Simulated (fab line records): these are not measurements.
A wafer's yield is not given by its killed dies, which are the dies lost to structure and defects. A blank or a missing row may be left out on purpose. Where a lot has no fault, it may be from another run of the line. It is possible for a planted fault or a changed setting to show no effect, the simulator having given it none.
A lot that was struck, set against a sound lot + flow nandHarc + 34 steps out of a route of 1302
Sound: wafers L341.2, L341.5, L341.6. Wafers struck: L333.3, L333.4, L333.6. Last of all comes the cause.
At each step with rows: each side's tool, then ch and its chambers, then its first start. Under that, the readings that differ: sound wafers + struck wafers + difference of the means + sigmas: that difference in standard deviations of wafers without a fault.
alike: readings with means less than 2 such deviations apart, plus words and numbers identical on both sides. not compared: withheld readings, readings lacking a value on some wafer, bounds such as >300 that could conceal the same value, and numbers that have no deviation in the record and whose values overlap.
The two part at a step that has a row with sigmas, a row that says differs or no value, or rows on one side only. When numbers do not overlap yet have no deviation, they are printed without sigmas and do not part them. A reading that every wafer of one side lacks parts them only if that side has two wafers or more.

first, 9 steps without rows for these wafers: NHARC_A_CHANNEL_HOLE_D1_DEP_00 (deposits aC, target thk 3100 nm); NHARC_A_CHANNEL_HOLE_D1_DEP_01 (deposits SiON, target thk 140 nm); NHARC_A_CHANNEL_HOLE_D1_DEHYDRATE_02 (time 120 s); NHARC_A_CHANNEL_HOLE_D1_HMDS_03 (time 30 s); NHARC_A_CHANNEL_HOLE_D1_COAT_36 (time 75 s); NHARC_A_CHANNEL_HOLE_D1_COAT_37 (time 65 s); NHARC_A_CHANNEL_HOLE_D1_COAT_04 (resist thk 90 nm); NHARC_A_CHANNEL_HOLE_D1_SOFTBAKE_05 (time 55 s); NHARC_A_CHANNEL_HOLE_D1_EBR_06.
NHARC_A_CHANNEL_HOLE_D1_EXPOSE_07: exposes mask HOLE D1, target cd 100 nm.
  sound on arfiScanner-03 ch 0, day 16 14:45; struck on arfiScanner-02 ch 0, day 13 05:27
| reading           | sound             | struck            | difference | sigmas |
|-------------------|-------------------|-------------------|------------|--------|
| exposureDoseMJCm2 | 59.53 59.68 59.68 | 57.54 57.55 57.51 | -2.10      | -34    |
  alike: mask
then, 2 steps without rows for these wafers: NHARC_A_CHANNEL_HOLE_D1_PEB_08 (peb time 65 s); NHARC_A_CHANNEL_HOLE_D1_DEVELOP_09 (develop time 35 s).
NHARC_A_CHANNEL_HOLE_D1_CD_MEAS_10: the cd target is 100 nm.
  sound on cdSem-01 ch 0, day 16 14:53; struck on cdSem-01 ch 0
| reading   | sound            | struck         | difference | sigmas |
|-----------|------------------|----------------|------------|--------|
| cdNm (nm) | 100.2 100.3 99.6 | 98.0 97.7 97.7 | -2.2       | -6     |
  not compared: hold
NHARC_A_CHANNEL_HOLE_D1_OVL_MEAS_11:
  sound: overlay-01 at day 16 14:58; struck: overlay-01 at day 13 11:01
| reading | sound | struck                                                                  | difference                   | sigmas |
|---------|-------|-------------------------------------------------------------------------|------------------------------|--------|
| hold    | - - - | awaitDispo/5.2h/release awaitDispo/5.2h/release awaitDispo/5.2h/release | no value on the sound wafers |        |
  alike: overlayXNm, overlayYNm
NHARC_A_CHANNEL_HOLE_D1_DESCUM_15: chemistry O2, time 3 s.
  sound on rieDiel-03 ch 1,2, day 16 15:05; struck on rieDiel-04 ch 0,2,3, day 13 11:07
| reading                           | sound           | struck            | difference | sigmas |
|-----------------------------------|-----------------|-------------------|------------|--------|
| model.A_CHANNEL_HOLE_D1.cdNm (nm) | 99.92 100 99.37 | 97.38 97.96 97.51 | -2.15      |        |
  alike: drypumpMotorCurrentA, oesProductAu, rfVppV, showerheadPlenumPTorr, throttleValvePct
  not compared: rfHoursCounterH
then, 16 steps without rows for these wafers: NHARC_A_CHANNEL_HOLE_D1_ETCH_38 (etches the open film in CF4, target depth 39 nm, time 65 s); NHARC_A_CHANNEL_HOLE_D1_ETCH_39 (etches the open film in N2/H2, target depth 260 nm, time 325 s); NHARC_A_CHANNEL_HOLE_D1_ETCH_34 (etches the open film in CF4/CHF3, target depth 154 nm, time 77 s); NHARC_A_CHANNEL_HOLE_D1_ETCH_16 (etches the open film in O2/COS, target depth 3100 nm, time 806 s); NHARC_A_CHANNEL_HOLE_D1_ETCH_19 (etches the open film in C4F8/O2/Ar, time 34.5 s); NHARC_A_CHANNEL_HOLE_D1_ETCH_20 (etches the open film in C4F8/O2/Ar, time 361.9 s, target depth 1600 nm); NHARC_A_CHANNEL_HOLE_D1_ETCH_21 (etches the open film in C4F8/O2/Ar, time 514.3 s, target depth 1600 nm); NHARC_A_CHANNEL_HOLE_D1_ETCH_22 (etches the open film in C4F8/O2/Ar, time 666.7 s, target depth 1600 nm); NHARC_A_CHANNEL_HOLE_D1_ETCH_23 (etches the open film in C4F8/O2/Ar, time 819 s, target depth 1600 nm); NHARC_A_CHANNEL_HOLE_D1_ETCH_24 (etches the open film in C4F8/O2/Ar, time 906.2 s, target depth 1500 nm); NHARC_A_CHANNEL_HOLE_D1_ETCH_25 (etches the open film in C4F8/O2/Ar, time 1040.2 s, target depth 1500 nm); NHARC_A_CHANNEL_HOLE_D1_ETCH_26 (etches the open film in C4F8/O2/Ar, time 224.1 s, target depth 300 nm); NHARC_A_CHANNEL_HOLE_D1_ETCH_33 (etches the open film in C4F8/O2/Ar, time 90 s, target depth 400 nm); NHARC_A_CHANNEL_HOLE_D1_STRIP_41 (strips in N2/H2); NHARC_A_CHANNEL_HOLE_D1_STRIP_42 (strips in CF4/CHF3); NHARC_A_CHANNEL_HOLE_D1_STRIP_43 (strips in O2/COS).
NHARC_A_CHANNEL_HOLE_D1_ETCH_44: etches the open film in CF4/O2, target depth 140 nm, overetch 14 nm, time 77 s.
  sound on rieDiel-04 ch 1,2,3, day 16 20:59; struck on rieDiel-04 ch 0,1,2, day 13 20:24
  alike: drypumpMotorCurrentA, oesProductAu, rfVppV, showerheadPlenumPTorr, throttleValvePct
  not compared: rfHoursCounterH, model.A_CHANNEL_HOLE_D1.cdNm
then, 1 step without rows for these wafers: NHARC_A_CHANNEL_HOLE_D1_STRIP_27 (strips in O2).
-- break in the record here, with 17 days between the starts of the struck wafers on either side (left off in module A_CHANNEL_HOLE_D1, picked up again in module END, where the first step shown is number 1302 on the route) --
NHARC_END_SORT_01:
  sound on prober-01 ch 0, day 32 10:10; struck on prober-02 ch 0, day 30 10:04
  alike: killedAtArray, killedAtOther, killedAtPeriphery, killedDies, killedOpen, killedShort

== WHERE THEY PART ==
Earliest at NHARC_A_CHANNEL_HOLE_D1_EXPOSE_07; latest, in this record, at NHARC_A_CHANNEL_HOLE_D1_OVL_MEAS_11. Later steps at which nothing parts them and some readings are alike: NHARC_A_CHANNEL_HOLE_D1_DESCUM_15, NHARC_A_CHANNEL_HOLE_D1_ETCH_44, NHARC_END_SORT_01.

WHY: the cause the simulator had injected
Process parameter drift: arfiScanner-02, from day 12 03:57 on, at NHARC_A_CHANNEL_HOLE_D1_EXPOSE_07. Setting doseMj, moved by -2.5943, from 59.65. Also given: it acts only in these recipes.
